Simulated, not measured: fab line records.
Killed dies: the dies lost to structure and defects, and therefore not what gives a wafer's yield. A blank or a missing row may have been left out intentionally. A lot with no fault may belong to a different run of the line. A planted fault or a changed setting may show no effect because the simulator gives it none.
A single fault, viewed from 3 desks + flow n5_finfet + each desk has only its own numbers; what lay behind them comes last

THE DEFECT DESK
Inspection counts along the route, by lot: the mean over sampled wafers that carry a number. A lot is out of limits, marked OUT, if its mean lies more than 4 standard deviations from the usual mean; the brackets give that distance.
Columns: A = raw_defect_count at N5_BEOL_M0_INSPECT_127, usual 71
| lot  | first seen here | A  |
|------|-----------------|----|
| L740 | day 6 05:13     | 72 |
| L742 | day 6 10:11     | 85 |
| L746 | day 7 14:07     | 76 |
| L751 | day 8 14:37     | 68 |
| L753 | day 9 10:01     | 64 |
| L755 | day 9 16:34     | 52 |
| L756 | day 9 22:28     | 60 |
| L761 | day 11 05:23    | 54 |
| L763 | day 11 17:28    | 76 |
This desk's finding: nothing out of limits on any of the 9 lots.

AT THE TOOL OWNER'S DESK: rie_diel-05
The tool's own readings at N5_BEOL_M1_ETCH_74 (etches underlayer in N2/H2, target depth 6.5 nm, time 5.2 s): means of the sampled wafers that have a number, for each lot that ran on this tool. A lot is out of limits, marked OUT, if its mean lies more than 4 standard deviations from the usual mean; the brackets give that distance.
Columns: A = drypump_motor_current_A at N5_BEOL_M1_ETCH_74, usual 5.8 A; B = etch_rf_on_time_s at N5_BEOL_M1_ETCH_74, usual 5.19 s; C = oes_product_au at N5_BEOL_M1_ETCH_74, usual 0.68 a.u.; D = rf_vpp_V at N5_BEOL_M1_ETCH_74, usual 524.3 V; E = showerhead_plenum_p_Torr at N5_BEOL_M1_ETCH_74, usual 2.55 Torr; F = throttle_valve_pct at N5_BEOL_M1_ETCH_74, usual 17.84 %
| lot  | first seen here | A   | B               | C    | D     | E    | F     |
|------|-----------------|-----|-----------------|------|-------|------|-------|
| L740 | day 6 07:47     | 5.9 | 5.13            | 0.65 | 525.8 | 2.61 | 17.97 |
| L746 | day 7 15:19     | 5.7 | 4.35 (-7.0) OUT | 0.86 | 525.5 | 2.59 | 17.98 |
| L751 | day 8 16:19     | 5.9 | 4.45 (-6.2) OUT | 0.73 | 524.3 | 2.55 | 17.99 |
| L761 | day 11 07:06    | 5.8 | 5.29            | 0.69 | 524.2 | 2.54 | 17.96 |
| L763 | day 11 19:32    | 5.6 | 5.18            | 0.66 | 523.7 | 2.53 | 18.06 |
This desk's finding: out of limits on L746, L751; first on L746, day 7 15:19 (etch_rf_on_time_s at N5_BEOL_M1_ETCH_74). Within limits: L740, L761, L763.

FROM THE METROLOGY DESK
What the gauges read for every lot (on any tool): the sampled wafers with a number, averaged. A lot is out of limits, marked OUT, if its mean lies more than 4 standard deviations from the usual mean; the brackets give that distance. 7 of its 10 readings are shown, namely those furthest out on some lot.
Columns: A = DIBL_N at N5_BEOL_M4_RC_MEAS_101, usual 36.5 mV/V; B = DIBL_P at N5_BEOL_M4_RC_MEAS_101, usual 36.3 mV/V; C = IOFF_P at N5_BEOL_M4_RC_MEAS_101, usual 0.21 nA/um; D = ION_P at N5_BEOL_M4_RC_MEAS_101, usual 462 uA/um; E = SS_P at N5_BEOL_M4_RC_MEAS_101, usual 73.3 mV/dec; F = VT_N at N5_BEOL_M4_RC_MEAS_101, usual 249 mV; G = VT_P at N5_BEOL_M4_RC_MEAS_101, usual -250 mV
| lot  | first seen here | A    | B    | C    | D   | E    | F   | G    |
|------|-----------------|------|------|------|-----|------|-----|------|
| L740 | day 8 08:06     | 36.9 | 36.9 | 0.22 | 467 | 73.5 | 246 | -249 |
| L742 | day 8 10:57     | 36.7 | 37.9 | 0.18 | 452 | 73.4 | 251 | -255 |
| L746 | day 9 14:08     | 36.4 | 34.0 | 0.18 | 460 | 72.8 | 255 | -250 |
| L751 | day 11 06:54    | 37.1 | 35.8 | 0.17 | 454 | 73.0 | 249 | -255 |
| L753 | day 11 14:52    | 37.0 | 36.0 | 0.26 | 477 | 73.2 | 246 | -244 |
| L756 | day 11 19:54    | 35.1 | 35.7 | 0.20 | 461 | 73.6 | 252 | -251 |
| L755 | day 12 00:33    | 35.1 | 35.9 | 0.20 | 463 | 73.3 | 251 | -250 |
| L761 | day 13 05:24    | 36.4 | 35.6 | 0.19 | 459 | 73.0 | 250 | -251 |
| L763 | day 13 22:10    | 37.1 | 36.2 | 0.22 | 469 | 73.4 | 248 | -248 |
This desk's finding: nothing out of limits on any of the 9 lots.

ALL TOGETHER
The tool owner's desk had the chance to raise an alarm at day 7 15:19 on L746, L751.
The defect desk saw nothing out of limits.
From the metrology desk's view, nothing was out of limits.
The defect desk has L746, L751 on record, within its limits.
The metrology desk has L746, L751 on record, within its limits.
The lots listed all ran N5_BEOL_M1_ETCH_74 on rie_diel-05.

WHAT WAS PUT IN BY THE SIMULATOR
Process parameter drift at N5_BEOL_M1_ETCH_74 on rie_diel-05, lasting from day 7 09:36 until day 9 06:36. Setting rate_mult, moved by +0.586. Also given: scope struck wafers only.
Struck lots among those shown: L746, L751.
Time in hours from fault onset to the first out-of-limits reading at each desk: the tool owner's desk, 6.
